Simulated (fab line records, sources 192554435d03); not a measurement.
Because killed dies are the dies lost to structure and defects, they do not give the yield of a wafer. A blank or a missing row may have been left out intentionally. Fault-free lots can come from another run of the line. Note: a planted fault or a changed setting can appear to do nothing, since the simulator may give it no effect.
Chamber matching    flow n5Finfet    4 sister chambers for N5_GATE_CUT_STRIP_42 on rieDiel-04
The step strips in O2. 22 wafers are shown with their chamber, then 11 later ones without.

== WAFERS WITH THEIR CHAMBER ==
wafer   chamber  showerheadPlenumPTorr (Torr)  drypumpMotorCurrentA (A)  throttleValvePct (%)
L076.2  2        2.18                          4.8                       16.66
L076.3  3        1.99                          5.9                       16.72
L076.4  0        2.18                          5.3                       16.58
L078.1  1        2.16                          6.3                       16.27
L078.2  3        1.99                          5.9                       16.71
L078.4  0        2.17                          5.3                       16.58
L080.1  0        2.17                          5.3                       16.60
L080.2  2        2.18                          4.9                       16.69
L080.5  1        2.16                          6.2                       16.29
L081.2  1        2.16                          6.2                       16.30
L081.3  2        2.18                          4.8                       16.68
L081.6  3        1.99                          5.9                       16.75
L082.1  2        2.18                          4.9                       16.69
L082.4  0        2.17                          5.3                       16.61
L082.5  2        2.18                          4.9                       16.68
L085.1  0        2.17                          5.3                       16.61
L085.3  1        2.15                          6.3                       16.32
L085.5  0        2.17                          5.3                       16.62
L086.1  1        2.15                          6.3                       16.32
L086.2  0        2.17                          5.3                       16.63
L086.6  3        1.99                          5.9                       16.74
L088.1  0        2.17                          5.3                       16.63

SIGNATURES (averages over the wafers above)
reading                chamber 0  chamber 1  chamber 2  chamber 3  scatter within a chamber
showerheadPlenumPTorr  2.1713     2.1560     2.1800     1.9900     0.0034
drypumpMotorCurrentA   5.300      6.260      4.860      5.900      0.0365
throttleValvePct       16.6075    16.3000    16.6800    16.7300    0.0185
Rule: a wafer's distance from a chamber is the root of the sum, over the readings, of the square of ((its reading less the chamber's mean) divided by the reading's scatter). The wafer belongs to the nearest chamber; if the next one is less than 2 further off, it can't be placed. The scatter: the root of (the sum of the squares of (reading less its chamber's mean) over the shown wafers, divided by (wafers less chambers)).

== WAFERS WHOSE CHAMBER IS MISSING ==
wafer   showerheadPlenumPTorr (Torr)  drypumpMotorCurrentA (A)  throttleValvePct (%)
L088.2  2.18                          4.9                       16.71
L088.5  2.15                          6.2                       16.33
L090.1  2.18                          4.9                       16.71
L090.4  1.98                          5.9                       16.77
L090.5  2.18                          4.9                       16.70
L094.3  1.98                          5.9                       16.79
L094.4  2.17                          4.9                       16.72
L094.6  2.15                          6.3                       16.33
L095.1  2.16                          5.3                       16.67
L095.5  1.98                          5.9                       16.77
L095.6  2.16                          5.3                       16.65

== CHAMBER TAKEN BY EACH ==
wafer   from the rows above  in truth
L088.2  2                    2
L088.5  1                    1
L090.1  2                    2
L090.4  3                    3
L090.5  2                    2
L094.3  3                    3
L094.4  2                    2
L094.6  1                    1
L095.1  0                    0
L095.5  3                    3
L095.6  0                    0
Correctly placed: 11 of 11. Can't be placed from these rows: 0. Wrongly placed: 0.
